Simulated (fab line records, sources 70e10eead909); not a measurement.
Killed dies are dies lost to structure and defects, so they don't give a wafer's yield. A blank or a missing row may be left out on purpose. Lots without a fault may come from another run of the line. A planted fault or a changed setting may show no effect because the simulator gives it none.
A struck lot beside a sound one | flow nand_harc | 13 steps out of a route of 1302
Sound: wafers L198.1, L198.2, L198.4. Struck: wafer L191.2. (L191.1 of the same lot was not struck and is left out.) The cause comes at the end.
At each step with rows: each side's tool, then ch and its chambers, then its first start. Under that, the readings that differ: sound wafers | struck wafers | difference of the means | sigmas: that difference in standard deviations of wafers without a fault.
alike: readings whose means differ by less than 2 such deviations, and words and numbers that are the same on both sides. not compared: withheld readings, readings that some wafer has no value for, bounds like >300 that may hide the same value, and numbers for which the record gives no deviation and whose values overlap.
The two part at a step that has a row with sigmas, a row that says differs or no value, or rows on one side only. Numbers that don't overlap but have no deviation are shown without sigmas and don't part them. A reading that every wafer of one side lacks parts them only if that side has two wafers or more.

first, 3 steps without rows for these wafers: NHARC_A_STAIRCASE_TRIM_16 (chemistry O2, time 211.2 s); NHARC_A_STAIRCASE_ETCH_17 (etches the open film in C4F8/O2, target depth 100 nm, time 40.5 s); NHARC_A_STAIRCASE_TRIM_18 (chemistry O2, time 211.2 s).
NHARC_A_STAIRCASE_ETCH_19: etches the open film in C4F8/O2, target depth 100 nm, time 40.5 s.
  sound on rie_diel-04 ch 0,2,3; struck on rie_diel-04 ch 0
  reading                | sound    | struck | difference | sigmas
  rf_hours_counter_h (h) | 52 49 49 | 29     | -21        |
  alike: oes_product_au, rf_fwd_power_W, rf_vpp_V, run_length_s
NHARC_A_STAIRCASE_TRIM_20: chemistry O2, time 211.2 s.
  sound on rie_diel-06 ch 0,1,3, day 22 12:12; struck on rie_diel-01 ch 0, day 20 05:30
  reading                     | sound       | struck | difference | sigmas
  drypump_motor_current_A (A) | 6.8 5.8 6.0 | 5.1    | -1.1       | -2
  rf_hours_counter_h (h)      | 7 7 7       | 22     | +15        |
  alike: oes_product_au, rf_vpp_V, showerhead_plenum_p_Torr, throttle_valve_pct
then, 2 steps without rows for these wafers: NHARC_A_STAIRCASE_ETCH_21 (etches the open film in C4F8/O2, target depth 100 nm, time 40.5 s); NHARC_A_STAIRCASE_TRIM_22 (chemistry O2, time 211.2 s).
NHARC_A_STAIRCASE_ETCH_23: etches the open film in C4F8/O2, target depth 100 nm, time 40.5 s.
  sound on rie_diel-06 ch 0,1,2; struck on rie_diel-01 ch 1
  reading                | sound | struck | difference | sigmas
  rf_hours_counter_h (h) | 7 7 7 | 23     | +16        |
  alike: oes_product_au, rf_fwd_power_W, rf_vpp_V, run_length_s
then, 1 step without rows for these wafers: NHARC_A_STAIRCASE_TRIM_24 (chemistry O2, time 211.2 s).
NHARC_A_STAIRCASE_ETCH_25: etches the open film in C4F8/O2, target depth 100 nm, time 40.5 s.
  sound on rie_diel-06 ch 0,1,3; struck on rie_diel-01 ch 1
  reading                | sound | struck | difference | sigmas
  rf_hours_counter_h (h) | 8 7 8 | 23     | +15        |
  alike: oes_product_au, rf_fwd_power_W, rf_vpp_V, run_length_s
NHARC_A_STAIRCASE_TRIM_26: chemistry O2, time 211.2 s.
  sound on rie_diel-06 ch 0,2,3; struck on rie_diel-01 ch 2
  reading                | sound | struck | difference | sigmas
  rf_hours_counter_h (h) | 7 8 8 | 21     | +13        |
  alike: drypump_motor_current_A, oes_product_au, rf_vpp_V, showerhead_plenum_p_Torr, throttle_valve_pct
NHARC_A_STAIRCASE_ETCH_27: etches the open film in C4F8/O2, target depth 100 nm, time 40.5 s.
  sound on rie_diel-06 ch 0,1,2, day 22 13:17; struck on rie_diel-01 ch 1, day 20 06:23
  reading                | sound          | struck | difference | sigmas
  rf_hours_counter_h (h) | 7 8 7          | 24     | +17        |
  run_length_s (s)       | 61.9 62.3 62.3 | 70.8   | +8.6       | +22
  alike: oes_product_au, rf_fwd_power_W, rf_vpp_V
then, 1 step without rows for these wafers: NHARC_END_SORT_01.

WHERE THEY PART
First at NHARC_A_STAIRCASE_TRIM_20; last, within this record, at NHARC_A_STAIRCASE_ETCH_27.

WHY: what the simulator had put in
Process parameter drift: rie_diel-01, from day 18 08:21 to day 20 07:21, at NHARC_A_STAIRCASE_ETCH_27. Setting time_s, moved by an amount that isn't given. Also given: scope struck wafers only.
